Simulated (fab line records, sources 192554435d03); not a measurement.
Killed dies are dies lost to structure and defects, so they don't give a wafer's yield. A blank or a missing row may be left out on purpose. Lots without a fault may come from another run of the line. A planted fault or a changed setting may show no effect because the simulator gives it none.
Chamber matching | flow n5_finfet | N5_SDB_ALD_29 on ald_sin-02: 4 sister chambers
The step deposits SiNx, target thk 30 nm, pulse time 1 s, ald cycles 600. 16 wafers are shown with their chamber, then 8 later ones without.

WAFERS WITH THEIR CHAMBER
wafer  | chamber | heater_power_w (W) | precursor_pulse_height_rel | chamber_pressure_Torr (Torr)
L079.1 | 2       | 767                | 0.966                      | 2.005
L079.3 | 3       | 899                | 0.945                      | 1.998
L079.6 | 2       | 770                | 1.002                      | 2.006
L082.2 | 1       | 897                | 1.010                      | 2.004
L082.4 | 3       | 936                | 0.985                      | 2.003
L082.5 | 3       | 905                | 0.994                      | 1.997
L083.2 | 1       | 883                | 1.008                      | 2.002
L083.3 | 0       | 772                | 1.034                      | 1.998
L083.4 | 2       | 760                | 1.004                      | 2.000
L089.1 | 3       | 881                | 0.987                      | 2.003
L089.2 | 1       | 919                | 1.034                      | 1.995
L089.6 | 1       | 912                | 0.998                      | 1.996
L091.4 | 1       | 899                | 1.021                      | 1.998
L091.5 | 2       | 767                | 0.988                      | 1.999
L091.6 | 3       | 892                | 1.023                      | 2.002
L093.1 | 1       | 897                | 0.976                      | 2.001

SIGNATURES (means of the wafers above)
reading                    | chamber 0 | chamber 1 | chamber 2 | chamber 3 | scatter within a chamber
heater_power_w             | 772.00    | 901.17    | 766.00    | 902.60    | 14.6
precursor_pulse_height_rel | 1.03400   | 1.00783   | 0.99000   | 0.98680   | 0.0224
chamber_pressure_Torr      | 1.99800   | 1.99933   | 2.00250   | 2.00060   | 0.00334
Rule: a wafer's distance from a chamber is the root of the sum, over the readings, of the square of ((its reading less the chamber's mean) divided by the reading's scatter). The wafer belongs to the nearest chamber; if the next one is less than 2 further off, it can't be placed. The scatter: the root of (the sum of the squares of (reading less its chamber's mean) over the shown wafers, divided by (wafers less chambers)).

WAFERS WITHOUT THEIR CHAMBER
wafer  | heater_power_w (W) | precursor_pulse_height_rel | chamber_pressure_Torr (Torr)
L093.2 | 767                | 1.009                      | 1.994
L093.5 | 881                | 0.973                      | 1.998
L095.4 | 790                | 1.011                      | 1.998
L095.5 | 767                | 0.970                      | 2.000
L095.6 | 884                | 1.019                      | 2.000
L097.2 | 895                | 0.989                      | 1.999
L097.3 | 892                | 0.998                      | 2.000
L097.5 | 922                | 0.987                      | 1.997

WHICH CHAMBER EACH WENT THROUGH
wafer  | from the rows above     | in truth
L093.2 | can't be placed: 0 or 2 | 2
L093.5 | can't be placed: 3 or 1 | 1
L095.4 | can't be placed: 0 or 2 | 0
L095.5 | can't be placed: 2 or 0 | 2
L095.6 | can't be placed: 1 or 3 | 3
L097.2 | can't be placed: 3 or 1 | 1
L097.3 | can't be placed: 1 or 3 | 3
L097.5 | can't be placed: 3 or 1 | 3
Placed correctly: 0 of 8. Can't be placed from these rows: 8 (the true chamber is among the candidates in 8). Placed wrongly: 0.
